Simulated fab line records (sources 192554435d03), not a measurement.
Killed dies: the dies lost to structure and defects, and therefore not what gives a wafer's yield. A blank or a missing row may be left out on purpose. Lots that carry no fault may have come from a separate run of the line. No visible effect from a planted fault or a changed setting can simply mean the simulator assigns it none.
Matching of chambers | flow n5 finfet | N5_BEOL_M7_CMP_52 on cmp-01 has 4 sister chambers
The step polishes, stops on SiCOH lowk, t overpolish 6.9 s, target thk 80 nm. 16 wafers are shown with their chamber, then 8 later ones without.

## WAFERS, EACH WITH ITS CHAMBER
wafer  | chamber | barrier field endpoint s (s) | time to endpoint s (s) | motor current A (A)
L074.2 | 2       | 26.9                         | 56                     | 5.0
L074.3 | 3       | 28.8                         | 63                     | 5.5
L074.5 | 1       | 30.9                         | 73                     | 6.6
L083.2 | 3       | 28.8                         | 65                     | 5.9
L083.4 | 1       | 31.3                         | 73                     | 6.5
L083.5 | 1       | 31.0                         | 74                     | 6.6
L085.3 | 1       | 30.1                         | 71                     | 6.4
L085.4 | 3       | 28.1                         | 61                     | 6.1
L085.6 | 3       | 28.5                         | 63                     | 5.6
L089.4 | 3       | 28.2                         | 60                     | 5.7
L089.5 | 2       | 27.0                         | 55                     | 5.0
L089.6 | 1       | 30.6                         | 69                     | 6.5
L091.2 | 0       | 28.1                         | 60                     | 5.7
L091.3 | 1       | 29.9                         | 70                     | 6.2
L091.4 | 3       | 28.2                         | 62                     | 5.5
L092.2 | 1       | 30.0                         | 69                     | 7.0

SIGNATURES, as means of the wafers listed above
reading                  | chamber 0 | chamber 1 | chamber 2 | chamber 3 | scatter within a chamber
barrier field endpoint s | 28.100    | 30.543    | 26.950    | 28.433    | 0.439
time to endpoint s       | 60.00     | 71.29     | 55.50     | 62.33     | 1.85
motor current A          | 5.700     | 6.543     | 5.000     | 5.717     | 0.232
Rule: a wafer's distance from a chamber is the root of the sum, over the readings, of the square of ((its reading less the chamber's mean) divided by the reading's scatter). The wafer belongs to the nearest chamber; if the next one is less than 2 further off, it can't be placed. The scatter: take each reading less its chamber's mean, square it, sum over the shown wafers, divide by the number of wafers less the number of chambers, and take the root.

## WAFERS WITHOUT THEIR CHAMBER
wafer  | barrier field endpoint s (s) | time to endpoint s (s) | motor current A (A)
L092.5 | 29.0                         | 59                     | 5.8
L092.6 | 29.3                         | 62                     | 5.9
L095.1 | 29.8                         | 60                     | 6.1
L095.3 | 30.5                         | 73                     | 6.7
L095.4 | 28.6                         | 63                     | 5.9
L097.2 | 27.9                         | 57                     | 6.0
L097.5 | 28.9                         | 63                     | 5.5
L097.6 | 28.7                         | 61                     | 6.0

## THE CHAMBER EACH PASSED THROUGH
wafer  | from the rows above     | in truth
L092.5 | can't be placed: 0 or 3 | 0
L092.6 | can't be placed: 3 or 0 | 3
L095.1 | can't be placed: 3 or 0 | 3
L095.3 | 1                       | 1
L095.4 | can't be placed: 3 or 0 | 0
L097.2 | can't be placed: 0 or 3 | 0
L097.5 | can't be placed: 3 or 0 | 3
L097.6 | can't be placed: 3 or 0 | 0
Placed correctly: 1 of 8. Unplaceable from these rows: 7, with the true chamber sitting among the candidates in 7. Placed wrongly: 0.
